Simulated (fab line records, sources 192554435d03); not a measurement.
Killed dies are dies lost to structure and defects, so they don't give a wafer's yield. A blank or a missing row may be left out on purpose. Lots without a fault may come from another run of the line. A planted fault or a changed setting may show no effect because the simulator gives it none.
Split-lot experiment | flow n5_finfet | 7 lots, 21 wafers read, on a route of 1938 steps

THE SPLIT
At N5_SD_EPI_P_COAT_35 (time 60 s, resist thk 35 nm), the setting spin_rpm was moved away from the recipe's 1500 rpm on 7 of the 21 wafers read, by -6.1% to +6.9%. The other wafers ran this setting at the recipe's value.

FROM THE SPLIT TO THE READING: what the file shows between them, 4 steps
- N5_SD_EPI_P_COAT_03: resist thk 150 nm
- N5_SD_EPI_P_EBR_05
- N5_SD_EPI_P_DESCUM_14: chemistry O2, time 7.9 s
- N5_SD_EPI_P_ETCH_36: etches SiARC in CF4, target depth 45.5 nm, time 75.8 s

THE READING
SiARC_of_SD_EPI_P_COAT_35.thk_nm (the simulator's own value, which no gauge read), in nm, at N5_SD_EPI_P_ETCH_37 (etches SOC in N2/H2, overetch 108 nm, time 486 s). The file gives no usual value for it. The 14 wafers here that ran the recipe average 19.7 nm, standard deviation 0.46 nm.

wafer  | tool, chamber at the split | spin_rpm as run, rpm | against the recipe | SiARC_of_SD_EPI_P_COAT_35.thk_nm, nm | against lot-mates on the recipe
L074.1 | litho_track-04, 0          | 1500                 | recipe             | 19.2                                 | -
L074.3 | litho_track-04, 0          | 1500                 | recipe             | 19                                   | -
L074.5 | litho_track-04, 0          | 1500                 | recipe             | 19                                   | -
L077.3 | litho_track-04, 0          | 1500                 | recipe             | 19.8                                 | -
L077.4 | litho_track-04, 0          | 1593                 | +6.2%              | 18.6                                 | -1.1
L077.6 | litho_track-04, 0          | 1500                 | recipe             | 19.6                                 | -
L080.2 | litho_track-02, 0          | 1500                 | recipe             | 19.2                                 | -
L080.4 | litho_track-02, 0          | 1500                 | recipe             | 20                                   | -
L080.6 | litho_track-02, 0          | 1500                 | recipe             | 19.6                                 | -
L082.1 | litho_track-04, 0          | 1595                 | +6.3%              | 18.4                                 | -1.0
L082.2 | litho_track-04, 0          | 1595                 | +6.3%              | 17.6                                 | -1.8
L082.6 | litho_track-04, 0          | 1500                 | recipe             | 19.4                                 | -
L084.2 | litho_track-02, 0          | 1562                 | +4.1%              | 19                                   | -0.9
L084.4 | litho_track-02, 0          | 1500                 | recipe             | 19.6                                 | -
L084.6 | litho_track-02, 0          | 1500                 | recipe             | 20.2                                 | -
L091.2 | litho_track-02, 0          | 1604                 | +6.9%              | 18.2                                 | -2.1
L091.3 | litho_track-02, 0          | 1500                 | recipe             | 20.2                                 | -
L091.4 | litho_track-02, 0          | 1500                 | recipe             | 20.4                                 | -
L094.1 | litho_track-02, 0          | 1408                 | -6.1%              | 20.8                                 | +0.6
L094.2 | litho_track-02, 0          | 1408                 | -6.1%              | 20.8                                 | +0.6
L094.3 | litho_track-02, 0          | 1500                 | recipe             | 20.2                                 | -

THE FIT
A straight line over all 21 wafers: SiARC_of_SD_EPI_P_COAT_35.thk_nm changes by -0.209 nm for each +1% of spin_rpm; r = -0.86; the points scatter about the line by 0.44 nm.
The same after taking each lot's own level away (the mean of its wafers on the recipe; 21 wafers): -0.186 nm for each +1%; r = -0.90; scatter 0.32 nm.
On that fit, the largest move of spin_rpm shifts the reading by 1.3 nm.
The lots' own levels span 19.07 to 20.30 nm, that is 2.7 times the standard deviation above.
So the lot-to-lot level changes the slope: the two fits differ.
Check: with one of the wafers moved furthest among these (+6.9%) left out of the fit, the line predicts -1.23 nm for it against its lot-mates. It came out at -2.1 nm against them.

OTHER SPLITS ON THESE WAFERS
These wafers also went through other splits before the reading. Each is held against what the fit with the lots' levels taken away leaves over:
other split on the same wafers        | wafers away from the commonest value | r with SiARC_of_SD_EPI_P_COAT_35.thk_nm (lot level and that fit taken away)
N5_WELL_APT_COAT_02 spin_rpm          | 5                                    | -0.20
N5_WELL_APT_EXPOSE_05 dose_mj         | 9                                    | -0.16
N5_WELL_APT_PEB_23 peb_temp_c         | 8                                    | +0.10
N5_WELL_APT_DEVELOP_24 develop_time_s | 9                                    | +0.02
N5_FIN_SAQP_ETCH_52 source_w          | 6                                    | -0.12
N5_DUMMY_GATE_ETCH_42 bias_w          | 7                                    | -0.23
N5_SD_EPI_P_COAT_34 spin_rpm          | 2                                    | +0.00

THE WHOLE CHAIN: every reading that the file lists as answering this split, in the file's order
step                | what it does                                           | reading                                                                                   | change (the file's fit)               | r (the file's)
N5_SD_EPI_P_COAT_35 | time 60 s, resist thk 35 nm                            | SiARC_of_SD_EPI_P_COAT_35.thk_nm (the simulator's own value, which no gauge read)         | -0.184 nm for each +1% of the setting | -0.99
N5_SD_EPI_P_ETCH_36 | etches SiARC in CF4, target depth 45.5 nm, time 75.8 s | CAR-ArF-block_of_SD_EPI_P_COAT_03.thk_nm (the simulator's own value, which no gauge read) | +0.163 nm for each +1% of the setting | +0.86
N5_SD_EPI_P_ETCH_36 | etches SiARC in CF4, target depth 45.5 nm, time 75.8 s | etch.depth_nm (the simulator's own value, which no gauge read)                            | -0.179 nm for each +1% of the setting | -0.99
N5_SD_EPI_P_ETCH_37 | etches SOC in N2/H2, overetch 108 nm, time 486 s       | SiARC_of_SD_EPI_P_COAT_35.thk_nm (the simulator's own value, which no gauge read)         | -0.208 nm for each +1% of the setting | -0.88

THE FILE'S OWN FIT
SiARC_of_SD_EPI_P_COAT_35.thk_nm changes by -0.208 nm for each +1% of spin_rpm, r = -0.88.
